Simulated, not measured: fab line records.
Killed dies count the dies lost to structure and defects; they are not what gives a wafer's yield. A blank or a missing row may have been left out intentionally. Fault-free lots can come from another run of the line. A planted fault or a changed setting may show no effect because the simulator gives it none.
Chamber matching	flow nandHarc	rieDiel-03 running NHARC_P_M0_ETCH_34: 4 sister chambers
The step etches the open film in N2/H2, target depth 40 nm, overetch 12 nm, time 43.94 s. 4 wafers are shown with their chamber, then 10 later ones without.

== WAFERS WITH THEIR CHAMBER ==
wafer	chamber	drypumpMotorCurrentA (A)
L087.1	2	5.9
L087.2	0	5.3
L089.1	1	6.2
L089.3	3	6.5

== WAFERS WITHOUT THEIR CHAMBER ==
wafer	drypumpMotorCurrentA (A)
L089.4	5.3
L092.3	5.3
L092.4	6.1
L092.6	6.5
L096.2	6.5
L096.5	6.5
L096.6	5.9
L097.2	5.9
L097.3	6.2
L097.6	5.9

== CHAMBER TAKEN BY EACH ==
wafer	from the rows above	in truth
L089.4	0	0
L092.3	0	0
L092.4	1	1
L092.6	3	3
L096.2	3	3
L096.5	3	3
L096.6	2	2
L097.2	2	2
L097.3	1	1
L097.6	2	2
Correct placement for 10 of the 10. Left unplaced by these rows: 0. Placed wrongly: 0.
How it was worked out, from the rows above alone: a wafer's distance from a chamber is the root of the sum, over the readings, of the square of ((its reading less the chamber's mean) divided by the reading's scatter). The wafer belongs to the nearest chamber; if the next one is less than 2 further off, it can't be placed. For every chamber, the mean is computed from those of its wafers that are shown. The scatter: with one shown wafer a chamber, the root of the mean of the squares of how far each hidden wafer lies from its nearest shown one.
